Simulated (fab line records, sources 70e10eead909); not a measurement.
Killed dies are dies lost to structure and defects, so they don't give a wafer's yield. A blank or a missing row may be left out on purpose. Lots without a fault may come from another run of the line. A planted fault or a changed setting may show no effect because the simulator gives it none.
Chamber matching | flow nand_harc | NHARC_P_BONDPAD_CMP_32 on cmp-02: 4 sister chambers
The step polishes SiCN, target thk 200 nm. 4 wafers are shown with their chamber, then 10 later ones without.

WAFERS WITH THEIR CHAMBER
wafer  | chamber | motor_current_A (A)
L089.1 | 1       | 10.7
L089.6 | 2       | 13.6
L091.2 | 0       | 10.8
L091.3 | 3       | 12.8

WAFERS WITHOUT THEIR CHAMBER
wafer  | motor_current_A (A)
L091.4 | 14.1
L093.1 | 14.2
L093.3 | 10.9
L093.4 | 12.5
L096.1 | 13.3
L096.2 | 11.1
L096.5 | 13.0
L097.2 | 11.1
L097.3 | 14.0
L097.4 | 10.7

WHICH CHAMBER EACH WENT THROUGH
wafer  | from the rows above     | in truth
L091.4 | 2                       | 2
L093.1 | 2                       | 2
L093.3 | can't be placed: 0 or 1 | 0
L093.4 | 3                       | 3
L096.1 | can't be placed: 2 or 3 | 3
L096.2 | can't be placed: 0 or 1 | 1
L096.5 | can't be placed: 3 or 2 | 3
L097.2 | can't be placed: 0 or 1 | 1
L097.3 | 2                       | 2
L097.4 | can't be placed: 1 or 0 | 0
Placed correctly: 4 of 10. Can't be placed from these rows: 6 (the true chamber is among the candidates in 6). Placed wrongly: 0.
How it was worked out, from the rows above alone: a wafer's distance from a chamber is the root of the sum, over the readings, of the square of ((its reading less the chamber's mean) divided by the reading's scatter). The wafer belongs to the nearest chamber; if the next one is less than 2 further off, it can't be placed. A chamber's mean is the mean of its shown wafers. The scatter: with one shown wafer a chamber, the root of the mean of the squares of how far each hidden wafer lies from its nearest shown one.
